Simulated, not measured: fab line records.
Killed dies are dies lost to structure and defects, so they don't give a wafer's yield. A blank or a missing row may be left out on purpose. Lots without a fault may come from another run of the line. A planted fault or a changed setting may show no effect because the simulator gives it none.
The tool behind it: which one? || flow nand_harc || 14 lots with 42 wafers sampled at 4 steps, on a route of 1159 steps

## WHAT THE GAUGES READ, wafer by wafer
NHARC_A_ONON_D1_THK_MEAS_27: measures by ellipsometry. Usual: thk_nm 1001 nm, standard deviation 9.4.
{"lot": "L803", "measured": "day 8 04:25", "on": "film_metro-02", "thk_nm (nm)": "1008 1009 1008", "flag": ""}
{"lot": "L805", "measured": "day 8 04:25", "on": "film_metro-01", "thk_nm (nm)": "986 985 985", "flag": ""}
{"lot": "L804", "measured": "day 8 10:13", "on": "film_metro-02", "thk_nm (nm)": "1012 1013 1014", "flag": ""}
{"lot": "L807", "measured": "day 8 22:53", "on": "film_metro-02", "thk_nm (nm)": "999 999 998", "flag": ""}
{"lot": "L806", "measured": "day 8 22:54", "on": "film_metro-01", "thk_nm (nm)": "996 995 994", "flag": ""}
{"lot": "L810", "measured": "day 9 19:41", "on": "film_metro-02", "thk_nm (nm)": "1008 1007 1010", "flag": ""}
{"lot": "L811", "measured": "day 9 19:41", "on": "film_metro-01", "thk_nm (nm)": "1006 1004 1005", "flag": ""}
{"lot": "L812", "measured": "day 10 10:28", "on": "film_metro-01", "thk_nm (nm)": "991 992 993", "flag": ""}
{"lot": "L814", "measured": "day 10 19:41", "on": "film_metro-01", "thk_nm (nm)": "1002 1003 1003", "flag": ""}
{"lot": "L815", "measured": "day 11 03:39", "on": "film_metro-02", "thk_nm (nm)": "1009 1008 1009", "flag": ""}
{"lot": "L816", "measured": "day 11 03:41", "on": "film_metro-01", "thk_nm (nm)": "1013 1015 1011", "flag": ""}
{"lot": "L819", "measured": "day 11 23:46", "on": "film_metro-01", "thk_nm (nm)": "985 985 984", "flag": ""}
{"lot": "L824", "measured": "day 13 05:28", "on": "film_metro-01", "thk_nm (nm)": "993 995 993", "flag": ""}
{"lot": "L826", "measured": "day 13 08:57", "on": "film_metro-01", "thk_nm (nm)": "1008 1005 1009", "flag": ""}

NHARC_A_ONON_D1_THK_MEAS_30: measures by ellipsometry. Usual: thk_nm 995 nm, standard deviation 10.
{"lot": "L803", "measured": "day 8 04:59", "on": "film_metro-01", "thk_nm (nm)": "988 986 988", "flag": ""}
{"lot": "L805", "measured": "day 8 04:59", "on": "film_metro-02", "thk_nm (nm)": "994 994 996", "flag": ""}
{"lot": "L804", "measured": "day 8 10:47", "on": "film_metro-01", "thk_nm (nm)": "990 990 991", "flag": ""}
{"lot": "L807", "measured": "day 8 23:27", "on": "film_metro-02", "thk_nm (nm)": "992 991 991", "flag": ""}
{"lot": "L806", "measured": "day 8 23:28", "on": "film_metro-01", "thk_nm (nm)": "996 997 997", "flag": ""}
{"lot": "L810", "measured": "day 9 20:14", "on": "film_metro-02", "thk_nm (nm)": "1003 1002 1003", "flag": ""}
{"lot": "L811", "measured": "day 9 20:15", "on": "film_metro-01", "thk_nm (nm)": "1001 1002 1002", "flag": ""}
{"lot": "L812", "measured": "day 10 11:02", "on": "film_metro-01", "thk_nm (nm)": "987 987 986", "flag": ""}
{"lot": "L814", "measured": "day 10 20:14", "on": "film_metro-02", "thk_nm (nm)": "997 998 994", "flag": ""}
{"lot": "L815", "measured": "day 11 04:13", "on": "film_metro-01", "thk_nm (nm)": "978 977 977", "flag": ""}
{"lot": "L816", "measured": "day 11 04:16", "on": "film_metro-01", "thk_nm (nm)": "1048 1049 1047", "flag": "OFF"}
{"lot": "L819", "measured": "day 12 00:20", "on": "film_metro-02", "thk_nm (nm)": "1054 1054 1055", "flag": "OFF"}
{"lot": "L824", "measured": "day 13 06:02", "on": "film_metro-01", "thk_nm (nm)": "991 990 991", "flag": ""}
{"lot": "L826", "measured": "day 13 09:32", "on": "film_metro-02", "thk_nm (nm)": "1011 1012 1011", "flag": ""}

## TOOL THAT RAN EACH LOT (tool first, then ch and the chambers of the sampled wafers, then the start)
{"lot": "L803", "NHARC_A_ZERO_WELL_ETCH_13": "rie_si-04 ch 0,1,3, day 6 16:37", "NHARC_A_ONON_D1_DEP_28": "pecvd_onon-03 ch 0, day 8 04:32"}
{"lot": "L805", "NHARC_A_ZERO_WELL_ETCH_13": "rie_si-01 ch 0,2,3, day 6 19:10", "NHARC_A_ONON_D1_DEP_28": "pecvd_onon-01 ch 0, day 8 04:39"}
{"lot": "L804", "NHARC_A_ZERO_WELL_ETCH_13": "rie_si-04 ch 0,2,3, day 7 00:03", "NHARC_A_ONON_D1_DEP_28": "pecvd_onon-01 ch 0, day 8 10:16"}
{"lot": "L807", "NHARC_A_ZERO_WELL_ETCH_13": "rie_si-05 ch 0,2,3, day 7 13:02", "NHARC_A_ONON_D1_DEP_28": "pecvd_onon-01 ch 0, day 8 23:00"}
{"lot": "L806", "NHARC_A_ZERO_WELL_ETCH_13": "rie_si-01 ch 0,3, day 7 15:41", "NHARC_A_ONON_D1_DEP_28": "pecvd_onon-02 ch 0, day 8 22:58"}
{"lot": "L810", "NHARC_A_ZERO_WELL_ETCH_13": "rie_si-01 ch 2,3, day 8 09:11", "NHARC_A_ONON_D1_DEP_28": "pecvd_onon-02 ch 0, day 9 19:44"}
{"lot": "L811", "NHARC_A_ZERO_WELL_ETCH_13": "rie_si-04 ch 0,1,3, day 8 10:22", "NHARC_A_ONON_D1_DEP_28": "pecvd_onon-03 ch 0, day 9 19:44"}
{"lot": "L812", "NHARC_A_ZERO_WELL_ETCH_13": "rie_si-04 ch 0,1,3, day 8 23:48", "NHARC_A_ONON_D1_DEP_28": "pecvd_onon-03 ch 0, day 10 10:32"}
{"lot": "L814", "NHARC_A_ZERO_WELL_ETCH_13": "rie_si-05 ch 0,1,2, day 9 06:23", "NHARC_A_ONON_D1_DEP_28": "pecvd_onon-01 ch 0, day 10 19:44"}
{"lot": "L815", "NHARC_A_ZERO_WELL_ETCH_13": "rie_si-05 ch 0,1,3, day 9 18:26", "NHARC_A_ONON_D1_DEP_28": "pecvd_onon-01 ch 0, day 11 03:49"}
{"lot": "L816", "NHARC_A_ZERO_WELL_ETCH_13": "rie_si-01 ch 0,2,3, day 9 19:25", "NHARC_A_ONON_D1_DEP_28": "pecvd_onon-03 ch 0, day 11 03:44"}
{"lot": "L819", "NHARC_A_ZERO_WELL_ETCH_13": "rie_si-05 ch 1,2, day 10 15:19", "NHARC_A_ONON_D1_DEP_28": "pecvd_onon-03 ch 0, day 11 23:49"}
{"lot": "L824", "NHARC_A_ZERO_WELL_ETCH_13": "rie_si-04 ch 0,1, day 11 19:55", "NHARC_A_ONON_D1_DEP_28": "pecvd_onon-01 ch 0, day 13 05:32"}
{"lot": "L826", "NHARC_A_ZERO_WELL_ETCH_13": "rie_si-01 ch 0,1,3, day 11 23:41", "NHARC_A_ONON_D1_DEP_28": "pecvd_onon-01 ch 0, day 13 09:00"}
- NHARC_A_ZERO_WELL_ETCH_13: etches the open film in HBr/Cl2, target depth 120 nm, time 40.1 s.
- NHARC_A_ONON_D1_DEP_28: target thk 1000 nm.

## AS READ BY THE TOOLS THEMSELVES (means over the sampled wafers that have a number; for cases with no such wafer, the mark the record gives instead)
NHARC_A_ZERO_WELL_ETCH_13. Usual: drypump_motor_current_A 5.7 A, standard deviation 0.57; oes_product_au 1.000 a.u., standard deviation 0.0097; rf_fwd_power_W 394.9 W, standard deviation 1.7; throttle_valve_pct 26.405 %, standard deviation 0.0088.
{"lot": "L803", "tool": "rie_si-04", "drypump_motor_current_A (A)": 5.4, "oes_product_au (a.u.)": 1.006, "rf_fwd_power_W (W)": 395.4, "throttle_valve_pct (%)": 26.405, "flag": ""}
{"lot": "L805", "tool": "rie_si-01", "drypump_motor_current_A (A)": 5.8, "oes_product_au (a.u.)": 0.998, "rf_fwd_power_W (W)": 391.6, "throttle_valve_pct (%)": 26.397, "flag": ""}
{"lot": "L804", "tool": "rie_si-04", "drypump_motor_current_A (A)": 5.5, "oes_product_au (a.u.)": 1.011, "rf_fwd_power_W (W)": 395.6, "throttle_valve_pct (%)": 26.409, "flag": ""}
{"lot": "L807", "tool": "rie_si-05", "drypump_motor_current_A (A)": 6.0, "oes_product_au (a.u.)": 1.009, "rf_fwd_power_W (W)": 395.6, "throttle_valve_pct (%)": 26.410, "flag": ""}
{"lot": "L806", "tool": "rie_si-01", "drypump_motor_current_A (A)": 5.4, "oes_product_au (a.u.)": 0.986, "rf_fwd_power_W (W)": 393.2, "throttle_valve_pct (%)": 26.407, "flag": ""}
{"lot": "L810", "tool": "rie_si-01", "drypump_motor_current_A (A)": 5.7, "oes_product_au (a.u.)": 0.990, "rf_fwd_power_W (W)": 394.6, "throttle_valve_pct (%)": 26.412, "flag": ""}
{"lot": "L811", "tool": "rie_si-04", "drypump_motor_current_A (A)": 5.4, "oes_product_au (a.u.)": 1.011, "rf_fwd_power_W (W)": 395.8, "throttle_valve_pct (%)": 26.403, "flag": ""}
{"lot": "L812", "tool": "rie_si-04", "drypump_motor_current_A (A)": 5.4, "oes_product_au (a.u.)": 0.999, "rf_fwd_power_W (W)": 395.8, "throttle_valve_pct (%)": 26.407, "flag": ""}
{"lot": "L814", "tool": "rie_si-05", "drypump_motor_current_A (A)": 6.1, "oes_product_au (a.u.)": 0.993, "rf_fwd_power_W (W)": 395.7, "throttle_valve_pct (%)": 26.407, "flag": ""}
{"lot": "L815", "tool": "rie_si-05", "drypump_motor_current_A (A)": 6.4, "oes_product_au (a.u.)": 1.003, "rf_fwd_power_W (W)": 395.6, "throttle_valve_pct (%)": 26.403, "flag": ""}
{"lot": "L816", "tool": "rie_si-01", "drypump_motor_current_A (A)": 5.8, "oes_product_au (a.u.)": 0.998, "rf_fwd_power_W (W)": 394.3, "throttle_valve_pct (%)": 26.401, "flag": ""}
{"lot": "L819", "tool": "rie_si-05", "drypump_motor_current_A (A)": 5.8, "oes_product_au (a.u.)": 1.002, "rf_fwd_power_W (W)": 395.4, "throttle_valve_pct (%)": 26.417, "flag": ""}
{"lot": "L824", "tool": "rie_si-04", "drypump_motor_current_A (A)": 5.7, "oes_product_au (a.u.)": 1.007, "rf_fwd_power_W (W)": 395.1, "throttle_valve_pct (%)": 26.398, "flag": ""}
{"lot": "L826", "tool": "rie_si-01", "drypump_motor_current_A (A)": 5.3, "oes_product_au (a.u.)": 0.987, "rf_fwd_power_W (W)": 394.1, "throttle_valve_pct (%)": 26.404, "flag": ""}

NHARC_A_ONON_D1_DEP_28. Usual: n2o_flow_sccm 2000 sccm, standard deviation 6.5.
{"lot": "L803", "tool": "pecvd_onon-03", "n2o_flow_sccm (sccm)": 1996, "flag": ""}
{"lot": "L805", "tool": "pecvd_onon-01", "n2o_flow_sccm (sccm)": 2010, "flag": ""}
{"lot": "L804", "tool": "pecvd_onon-01", "n2o_flow_sccm (sccm)": 2002, "flag": ""}
{"lot": "L807", "tool": "pecvd_onon-01", "n2o_flow_sccm (sccm)": 2000, "flag": ""}
{"lot": "L806", "tool": "pecvd_onon-02", "n2o_flow_sccm (sccm)": 1986, "flag": ""}
{"lot": "L810", "tool": "pecvd_onon-02", "n2o_flow_sccm (sccm)": 1996, "flag": ""}
{"lot": "L811", "tool": "pecvd_onon-03", "n2o_flow_sccm (sccm)": 2002, "flag": ""}
{"lot": "L812", "tool": "pecvd_onon-03", "n2o_flow_sccm (sccm)": 2000, "flag": ""}
{"lot": "L814", "tool": "pecvd_onon-01", "n2o_flow_sccm (sccm)": 1997, "flag": ""}
{"lot": "L815", "tool": "pecvd_onon-01", "n2o_flow_sccm (sccm)": 2008, "flag": ""}
{"lot": "L816", "tool": "pecvd_onon-03", "n2o_flow_sccm (sccm)": 1993, "flag": ""}
{"lot": "L819", "tool": "pecvd_onon-03", "n2o_flow_sccm (sccm)": 1997, "flag": ""}
{"lot": "L824", "tool": "pecvd_onon-01", "n2o_flow_sccm (sccm)": 1998, "flag": ""}
{"lot": "L826", "tool": "pecvd_onon-01", "n2o_flow_sccm (sccm)": 2009, "flag": ""}

## THE ANSWER, worked out from the rows above alone
Rule: a lot counts as off when the mean over its wafers that have a number is more than 3 standard deviations away from the usual mean. A lot without any number at a reading at which 4 lots or more have one is off too. The other lots that the step has rows for count as sound. The gauges are gone through in route order, then the tools' own readings, and for those a lot's mean is taken as printed above. At the first step where some lot is off, the reading lying furthest off is the one used; lots without a number count as furthest.
Off at NHARC_A_ONON_D1_THK_MEAS_30 (thk_nm): L816, L819.
A tool fits if, at a process step before that reading, it ran every lot that is off, and no sound lot after the first of them. Those tools and the gauges at NHARC_A_ONON_D1_THK_MEAS_30 are tried in the same way. One fits: NHARC_A_ONON_D1_DEP_28 on pecvd_onon-03. Its last sound lot is L812 (day 10 10:32), its first lot that is off L816 (day 11 03:44): a fault that began between those two fits.

## WHAT HAD BEEN PUT IN BY THE SIMULATOR
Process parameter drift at NHARC_A_ONON_D1_DEP_28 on pecvd_onon-03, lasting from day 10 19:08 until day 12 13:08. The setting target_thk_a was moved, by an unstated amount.
Struck lots among those shown: L816, L819. Same finding as the rule above.
